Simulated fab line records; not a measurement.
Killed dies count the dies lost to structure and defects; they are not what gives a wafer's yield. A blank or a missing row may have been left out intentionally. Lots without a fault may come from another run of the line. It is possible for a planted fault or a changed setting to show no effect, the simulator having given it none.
Check for tools in common -- flow nand-harc -- 12 lots, 36 wafers sampled

WHY THIS WAS OPENED
At NHARC_A_CONTACT_INSPECT_23 the reading raw-defect-count is flagged on 2 of 12 lots. Wafers without a fault read 404, standard deviation 100.
Rule: a lot gets a flag if all its wafers with a number sit over 4 standard deviations from that mean, or if no wafer of it has a number. The rest of the lots are taken to be sound.

lot,measured,on,"raw-defect-count, wafer by wafer",flag
L710,day 17 06:26,defect-inspect-01,334 466 377,
L713,day 18 06:22,defect-inspect-02,436 360 353,
L714,day 19 01:25,defect-inspect-02,280 490 383,
L718,day 19 08:16,defect-inspect-02,496 342 472,
L717,day 19 09:25,defect-inspect-02,400 369 389,
L719,day 19 15:38,defect-inspect-01,518 622 365,
L721,day 20 07:17,defect-inspect-02,348 383 602,
L722,day 20 12:19,defect-inspect-01,2630 2576 2527,FLAGGED
L724,day 21 03:58,defect-inspect-01,734 315 436,
L725,day 21 20:50,defect-inspect-01,282 301 449,
L728,day 21 23:13,defect-inspect-02,2468 1930 2082,FLAGGED
L732,day 23 03:26,defect-inspect-01,393 300 387,
The mean of the flagged lots' numbers is 2369, +1965 from the usual (+20 standard deviations).

WHICH TOOL EACH LOT WENT THROUGH
Before the reading, the record contains 3 process steps out of a 1159-step route. Each cell gives the tool, then ch followed by the chambers the sampled wafers passed through, then the start.
lot,flag,NHARC_A_CONTACT_ETCH_137,NHARC_A_CONTACT_ETCH_110,NHARC_A_CONTACT_CMP_20
L710,,"har-cap-etch-02 ch 0,1, day 16 20:31","rie-diel-04 ch 0,1,2, day 16 21:46","cmp-04 ch 0,1,2, day 17 06:04"
L713,,"har-cap-etch-03 ch 0,1, day 18 01:19","rie-diel-01 ch 1,3, day 18 02:28","cmp-01 ch 0,1,2, day 18 05:58"
L714,,"har-cap-etch-02 ch 0,1, day 18 19:48","rie-diel-03 ch 0,1,3, day 18 20:59","cmp-03 ch 0,1,2, day 19 01:00"
L718,,"har-cap-etch-03 ch 1, day 19 01:43","rie-diel-03 ch 0,1,2, day 19 02:51","cmp-04 ch 0,3, day 19 07:52"
L717,,"har-cap-etch-01 ch 0, day 19 03:08","rie-diel-01 ch 0,2,3, day 19 04:17","cmp-04 ch 0,1, day 19 09:01"
L719,,"har-cap-etch-01 ch 0,1, day 19 12:17","rie-diel-01 ch 0,1,3, day 19 13:29","cmp-01 ch 0,1, day 19 15:14"
L721,,"har-cap-etch-03 ch 0,1, day 19 23:04","rie-diel-03 ch 0,2, day 20 00:14","cmp-04 ch 0,2,3, day 20 06:56"
L722,FLAGGED,"har-cap-etch-01 ch 0,1, day 20 00:13","rie-diel-03 ch 0,3, day 20 01:20","cmp-04 ch 0,1, day 20 11:56"
L724,,"har-cap-etch-02 ch 1, day 20 22:52","rie-diel-03 ch 0,2,3, day 21 00:21","cmp-03 ch 1,2,3, day 21 03:35"
L725,,"har-cap-etch-01 ch 0,1, day 21 13:00","rie-diel-04 ch 1,2, day 21 14:18","cmp-01 ch 2,3, day 21 20:26"
L728,FLAGGED,"har-cap-etch-02 ch 0,1, day 21 18:00","rie-diel-03 ch 1,2,3, day 21 19:56","cmp-04 ch 0,1,3, day 21 22:52"
L732,,"har-cap-etch-03 ch 0,1, day 22 18:22","rie-diel-03 ch 1,2, day 22 19:29","cmp-01 ch 0,1, day 23 03:02"
What these steps do:
- NHARC_A_CONTACT_ETCH_137: etches the open film in C4F8/O2/Ar, time 132 s, target depth 1287 nm.
- NHARC_A_CONTACT_ETCH_110: etches the open film in CF4/O2, target depth 50 nm, overetch 5 nm, time 27.5 s.
- NHARC_A_CONTACT_CMP_20: polishes, t overpolish 30 s, target thk 300 nm.
- NHARC_A_CONTACT_INSPECT_23

FLAGGED OVER TOTAL, TOOL BY TOOL (the gauges that took the reading come last)
step,tool,lots run,flagged,share of the flagged lots,sound lots run after its first flagged lot
NHARC_A_CONTACT_ETCH_137,har-cap-etch-01,4,1,some,1 (L725)
NHARC_A_CONTACT_ETCH_137,har-cap-etch-02,4,1,some,0
NHARC_A_CONTACT_ETCH_137,har-cap-etch-03,4,0,none,-
NHARC_A_CONTACT_ETCH_110,rie-diel-01,3,0,none,-
NHARC_A_CONTACT_ETCH_110,rie-diel-03,7,2,all,"2 (L724,L732)"
NHARC_A_CONTACT_ETCH_110,rie-diel-04,2,0,none,-
NHARC_A_CONTACT_CMP_20,cmp-01,4,0,none,-
NHARC_A_CONTACT_CMP_20,cmp-03,2,0,none,-
NHARC_A_CONTACT_CMP_20,cmp-04,6,2,all,0
NHARC_A_CONTACT_INSPECT_23,defect-inspect-01,6,1,some,"3 (L724,L725,L732)"
NHARC_A_CONTACT_INSPECT_23,defect-inspect-02,6,1,some,0

WHAT THE TABLE PERMITS
Rows of the table that ran all the flagged lots, 2 in number: rie-diel-03 at NHARC_A_CONTACT_ETCH_110; cmp-04 at NHARC_A_CONTACT_CMP_20.
- rie-diel-03 at NHARC_A_CONTACT_ETCH_110: 2 of its 7 lots flagged. Sound lots ran on it after the first flagged one (L724, L732), which a lasting fault on the whole tool wouldn't allow.
- cmp-04 at NHARC_A_CONTACT_CMP_20: 2 of its 6 lots flagged. It ran its last sound lot, L721, at day 20 06:56 and its first flagged lot, L722, at day 20 11:56: a fault with its onset between the two fits. Its own readings (overpolish-run-s, time-to-endpoint-s) fall more than 4 standard deviations out on all wafers of the flagged lots.
One tool is left: cmp-04 at NHARC_A_CONTACT_CMP_20.

WHAT THE SIMULATOR PUT IN
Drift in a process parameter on cmp-04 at NHARC_A_CONTACT_CMP_20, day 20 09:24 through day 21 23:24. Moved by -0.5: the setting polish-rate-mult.
Struck lots among those shown: L722, L728. The rule above reached the same finding.
